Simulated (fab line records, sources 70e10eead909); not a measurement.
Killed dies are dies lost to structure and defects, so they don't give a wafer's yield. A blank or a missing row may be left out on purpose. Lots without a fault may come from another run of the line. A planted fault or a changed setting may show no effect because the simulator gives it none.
Which tool did it? | flow nand_harc | 24 lots, 72 wafers sampled, at 4 steps of a route of 1159

WHAT THE GAUGES READ, wafer by wafer
NHARC_P_STI_OCD_MEAS_43. Usual: trench_depth_nm 299 nm, standard deviation 5.8; trench_foot_cd_nm 159 nm, standard deviation 3.3.
lot  | measured    | on     | trench_depth_nm (nm) | trench_foot_cd_nm (nm) | flag
L074 | day 2 16:19 | ocd-02 | 291 299 304          | 155 157 153            |
L075 | day 2 16:28 | ocd-01 | 308 301 297          | 160 160 159            |
L076 | day 3 00:31 | ocd-02 | 295 298 300          | 156 159 157            |
L078 | day 3 11:31 | ocd-02 | 297 298 311          | 155 161 158            |
L077 | day 3 11:46 | ocd-01 | 297 294 295          | 158 155 156            |
L079 | day 3 18:18 | ocd-02 | 306 300 294          | 156 153 157            |
L080 | day 4 02:16 | ocd-02 | 308 309 288          | 154 158 155            |
L081 | day 4 06:20 | ocd-02 | 302 304 301          | 160 162 157            |
L082 | day 4 12:04 | ocd-02 | 292 303 295          | 162 161 161            |
L083 | day 4 18:16 | ocd-02 | 300 295 303          | 157 166 161            |
L084 | day 4 23:52 | ocd-02 | 298 297 300          | 155 159 154            |
L086 | day 5 08:44 | ocd-01 | 310 298 311          | 155 159 154            |
L085 | day 5 08:46 | ocd-02 | 301 291 292          | 163 161 163            |
L087 | day 5 19:44 | ocd-02 | 302 292 301          | 155 159 156            |
L088 | day 6 00:23 | ocd-01 | 303 299 296          | 159 153 156            |
L089 | day 6 07:26 | ocd-02 | 302 301 301          | 163 158 162            |
L090 | day 6 11:55 | ocd-02 | 295 289 300          | 161 165 162            |
L091 | day 6 18:58 | ocd-02 | 302 293 291          | 155 160 159            |
L092 | day 7 00:56 | ocd-01 | 303 308 300          | 159 160 158            |
L094 | day 7 08:39 | ocd-02 | 298 303 299          | 165 163 165            |
L093 | day 7 08:46 | ocd-01 | 293 307 302          | 160 160 163            |
L095 | day 7 19:55 | ocd-02 | 300 303 298          | 157 158 155            |
L096 | day 8 00:11 | ocd-02 | 291 292 301          | 161 161 157            |
L097 | day 8 05:58 | ocd-01 | 288 299 297          | 156 161 159            |

NHARC_P_M0_OVL_MEAS_10: pitch 180 nm. Usual: overlay_x_nm 0.1 nm, standard deviation 0.86; overlay_y_nm -0.2 nm, standard deviation 0.78.
lot  | measured     | on         | overlay_x_nm (nm) | overlay_y_nm (nm) | flag
L074 | day 6 03:05  | overlay-01 | -0.4 -0.3 -0.2    | -1.3 -0.8 -0.8    |
L075 | day 6 04:11  | overlay-01 | -0.1 0.1 0.2      | -0.2 -0.6 0.2     |
L076 | day 6 04:53  | overlay-02 | 1.4 1.1 0.6       | -1.2 -1.0 -1.7    |
L078 | day 6 18:36  | overlay-01 | 1.6 1.5 1.1       | 0.7 0.0 0.3       |
L077 | day 6 18:10  | overlay-02 | 0.0 1.1 0.6       | 0.2 0.3 -0.1      |
L079 | day 6 19:54  | overlay-02 | -0.3 -0.4 0.0     | -0.4 -0.4 -0.4    |
L080 | day 7 09:06  | overlay-02 | 0.7 1.4 0.8       | 0.1 0.4 0.8       |
L081 | day 7 12:44  | overlay-01 | 0.1 -0.6 -0.1     | -0.3 -0.8 -0.7    |
L082 | day 7 15:43  | overlay-01 | -0.9 -0.4 -0.2    | 0.2 0.5 0.6       |
L083 | day 8 05:02  | overlay-01 | -0.2 0.0 0.1      | -0.2 0.2 -0.1     |
L084 | day 8 06:35  | overlay-01 | 0.3 -0.1 -0.2     | -1.3 -1.0 -0.5    |
L086 | day 9 00:20  | overlay-01 | 0.6 0.9 -0.2      | 1.2 0.6 0.9       |
L085 | day 8 23:49  | overlay-02 | -0.4 -0.1 0.2     | -0.3 -0.1 -0.1    |
L087 | day 8 23:16  | overlay-01 | 2.4 2.2 2.4       | -1.1 -0.8 -0.9    |
L088 | day 9 03:16  | overlay-02 | -0.2 -0.4 0.3     | -0.5 -0.1 -1.0    |
L089 | day 9 21:12  | overlay-02 | 1.4 1.2 1.0       | 0.7 0.5 0.3       |
L090 | day 10 01:56 | overlay-02 | -1.4 -1.1 -1.3    | -1.3 -1.4 -1.2    |
L091 | day 10 04:22 | overlay-01 | 0.1 0.2 0.7       | 0.9 0.7 1.2       |
L092 | day 10 10:26 | overlay-02 | -1.3 -0.8 -1.4    | -0.3 0.2 0.0      |
L094 | day 10 11:01 | overlay-02 | 0.4 0.2 0.1       | 0.5 0.9 0.9       |
L093 | day 10 10:52 | overlay-01 | 0.2 0.7 0.1       | -0.9 -1.5 -1.3    |
L095 | day 11 03:59 | overlay-01 | -0.6 -1.4 -0.9    | -1.4 -1.7 -1.5    |
L096 | day 11 15:12 | overlay-01 | 0.4 -0.1 0.2      | 0.0 0.0 0.0       |
L097 | day 11 13:40 | overlay-01 | -0.7 -0.7 -0.5    | 0.1 -0.6 0.3      |

WHICH TOOL RAN EACH LOT (tool, then ch and the chambers of the sampled wafers, then the start)
lot  | NHARC_P_GATE_DESCUM_61             | NHARC_P_CONTACT_ALD_22
L074 | rie_diel-05 ch 0,1,3, day 5 11:51  | ald_metal-04 ch 1,2,3, day 5 20:15
L075 | rie_diel-11 ch 0,1,2, day 5 13:03  | ald_metal-01 ch 0,1,2, day 5 21:40
L076 | rie_diel-11 ch 0,1,3, day 5 16:14  | ald_metal-04 ch 0,1,3, day 6 00:41
L078 | rie_diel-05 ch 1,2, day 6 06:08    | ald_metal-02 ch 0,1,3, day 6 14:31
L077 | rie_diel-11 ch 0,2, day 6 05:44    | ald_metal-01 ch 1,2,3, day 6 14:09
L079 | rie_diel-05 ch 0,1, day 6 08:41    | ald_metal-04 ch 2,3, day 6 17:38
L080 | rie_diel-06 ch 1,2,3, day 6 22:38  | ald_metal-01 ch 0,1, day 7 06:57
L081 | rie_diel-05 ch 0,1,3, day 7 00:37  | ald_metal-01 ch 0,1, day 7 09:59
L082 | rie_diel-05 ch 2,3, day 7 04:47    | ald_metal-04 ch 0,2,3, day 7 13:34
L083 | rie_diel-05 ch 2,3, day 7 14:58    | ald_metal-01 ch 0,1, day 8 00:29
L084 | rie_diel-11 ch 0,2,3, day 7 19:50  | ald_metal-04 ch 1,3, day 8 04:20
L086 | rie_diel-11 ch 0,2,3, day 8 12:09  | ald_metal-04 ch 1,3, day 8 20:24
L085 | rie_diel-11 ch 0,2, day 8 10:31    | ald_metal-01 ch 0,1,2, day 8 18:52
L087 | rie_diel-06 ch 1,2,3, day 8 09:34  | ald_metal-04 ch 0,1,3, day 8 18:14
L088 | rie_diel-11 ch 0,2,3, day 8 16:47  | ald_metal-01 ch 1,3, day 9 01:03
L089 | rie_diel-05 ch 0,1,3, day 9 03:59  | ald_metal-02 ch 0,2,3, day 9 12:21
L090 | rie_diel-06 ch 2,3, day 9 04:42    | ald_metal-02 ch 0,2,3, day 9 13:26
L091 | rie_diel-11 ch 1,2,3, day 9 13:23  | ald_metal-01 ch 0,2,3, day 9 22:02
L092 | rie_diel-06 ch 0,1,3, day 9 20:14  | ald_metal-04 ch 1,2,3, day 10 05:14
L094 | rie_diel-05 ch 0,1,2, day 9 23:41  | ald_metal-04 ch 0,2, day 10 07:56
L093 | rie_diel-05 ch 0,1, day 9 23:19    | ald_metal-01 ch 0,1,3, day 10 07:25
L095 | rie_diel-11 ch 0,2,3, day 10 17:34 | ald_metal-04 ch 0,1, day 11 01:43
L096 | rie_diel-05 ch 1,2,3, day 11 04:16 | ald_metal-02 ch 1,3, day 11 12:59
L097 | rie_diel-11 ch 0,3, day 11 03:11   | ald_metal-01 ch 0,1,3, day 11 11:32
- NHARC_P_GATE_DESCUM_61: chemistry O2, time 3 s.
- NHARC_P_CONTACT_ALD_22: deposits TiN, target thk 3 nm, pulse time 1 s, ald cycles 150.

WHAT THE TOOLS THEMSELVES READ (means of the sampled wafers that have a number; where no wafer has one, the mark that the record gives instead)
NHARC_P_GATE_DESCUM_61. Usual: drypump_motor_current_A 5.53 A, standard deviation 0.26; oes_product_au 1.000 a.u., standard deviation 0.012; rf_vpp_V 57.6 V, standard deviation 0.94; showerhead_plenum_p_Torr 1.88 Torr, standard deviation 0.092; throttle_valve_pct 11.311 %, standard deviation 0.0094.
lot  | tool        | drypump_motor_current_A (A) | oes_product_au (a.u.) | rf_vpp_V (V) | showerhead_plenum_p_Torr (Torr) | throttle_valve_pct (%) | flag
L074 | rie_diel-05 | 5.47                        | 0.998                 | 58.3         | 1.84                            | 11.315                 |
L075 | rie_diel-11 | 5.52                        | 0.995                 | 57.1         | 1.85                            | 11.320                 |
L076 | rie_diel-11 | 5.50                        | 0.997                 | 57.5         | 1.82                            | 11.314                 |
L078 | rie_diel-05 | 5.52                        | 0.999                 | 57.0         | 1.95                            | 11.317                 |
L077 | rie_diel-11 | 5.48                        | 1.006                 | 57.1         | 1.82                            | 11.312                 |
L079 | rie_diel-05 | 5.54                        | 1.003                 | 58.0         | 1.85                            | 11.305                 |
L080 | rie_diel-06 | 5.96                        | 0.994                 | 58.6         | 1.94                            | 11.309                 |
L081 | rie_diel-05 | 5.47                        | 1.015                 | 57.3         | 1.83                            | 11.310                 |
L082 | rie_diel-05 | 5.62                        | 0.998                 | 58.2         | 1.95                            | 11.311                 |
L083 | rie_diel-05 | 5.62                        | 1.009                 | 58.0         | 1.94                            | 11.315                 |
L084 | rie_diel-11 | 5.32                        | 0.995                 | 57.7         | 1.83                            | 11.302                 |
L086 | rie_diel-11 | 5.32                        | 1.003                 | 57.1         | 1.83                            | 11.317                 |
L085 | rie_diel-11 | 5.32                        | 0.987                 | 58.2         | 1.85                            | 11.308                 |
L087 | rie_diel-06 | 5.94                        | 0.986                 | 57.8         | 1.93                            | 11.309                 |
L088 | rie_diel-11 | 5.33                        | 1.008                 | 57.4         | 1.83                            | 11.310                 |
L089 | rie_diel-05 | 5.47                        | 0.990                 | 58.2         | 1.93                            | 11.313                 |
L090 | rie_diel-06 | 5.94                        | 0.989                 | 57.6         | 1.91                            | 11.313                 |
L091 | rie_diel-11 | 5.38                        | 0.998                 | 57.7         | 1.86                            | 11.305                 |
L092 | rie_diel-06 | 5.73                        | 0.992                 | 58.6         | 1.91                            | 11.316                 |
L094 | rie_diel-05 | 5.60                        | 0.998                 | 57.3         | 1.92                            | 11.296                 |
L093 | rie_diel-05 | 5.50                        | 0.997                 | 57.5         | 1.88                            | 11.313                 |
L095 | rie_diel-11 | 5.30                        | 1.007                 | 57.0         | 1.83                            | 11.309                 |
L096 | rie_diel-05 | 5.53                        | 1.014                 | 58.3         | 1.99                            | 11.316                 |
L097 | rie_diel-11 | 5.29                        | 1.005                 | 58.0         | 1.81                            | 11.314                 |

NHARC_P_CONTACT_ALD_22. Usual: heater_power_w 1072 W, standard deviation 100; precursor_pulse_height_rel 0.999, standard deviation 0.02.
lot  | tool         | heater_power_w (W) | precursor_pulse_height_rel | flag
L074 | ald_metal-04 | 1119               | 1.003                      |
L075 | ald_metal-01 | 1059               | 0.964                      |
L076 | ald_metal-04 | 1083               | 0.984                      |
L078 | ald_metal-02 | 1084               | 0.993                      |
L077 | ald_metal-01 | 1011               | 1.008                      |
L079 | ald_metal-04 | 1010               | 1.003                      |
L080 | ald_metal-01 | 976                | 1.008                      |
L081 | ald_metal-01 | 972                | 0.988                      |
L082 | ald_metal-04 | 1064               | 0.985                      |
L083 | ald_metal-01 | 977                | 0.999                      |
L084 | ald_metal-04 | 1117               | 0.992                      |
L086 | ald_metal-04 | 1107               | 1.007                      |
L085 | ald_metal-01 | 1049               | 1.029                      |
L087 | ald_metal-04 | 1063               | 0.982                      |
L088 | ald_metal-01 | 954                | 1.003                      |
L089 | ald_metal-02 | 1079               | 0.998                      |
L090 | ald_metal-02 | 1076               | 1.006                      |
L091 | ald_metal-01 | 1092               | 0.978                      |
L092 | ald_metal-04 | 1126               | 1.015                      |
L094 | ald_metal-04 | 1158               | 1.005                      |
L093 | ald_metal-01 | 1006               | 1.005                      |
L095 | ald_metal-04 | 1130               | 0.990                      |
L096 | ald_metal-02 | 1111               | 1.016                      |
L097 | ald_metal-01 | 977                | 1.014                      |

THE ANSWER, worked out from the rows above alone
Rule: a lot is off if the mean of its wafers that have a number lies more than 3 standard deviations from the usual mean. A lot without any number at a reading at which 4 lots or more have one is off too. The other lots that the step has rows for count as sound. The gauges are gone through in route order, then the tools' own readings, and for those a lot's mean is taken as printed above. The first step at which some lot is off is used, and at that step the reading that is off furthest; a lot without a number counts as furthest.
No lot is off at any reading shown: from this, nothing can be told.

WHAT THE SIMULATOR HAD PUT IN
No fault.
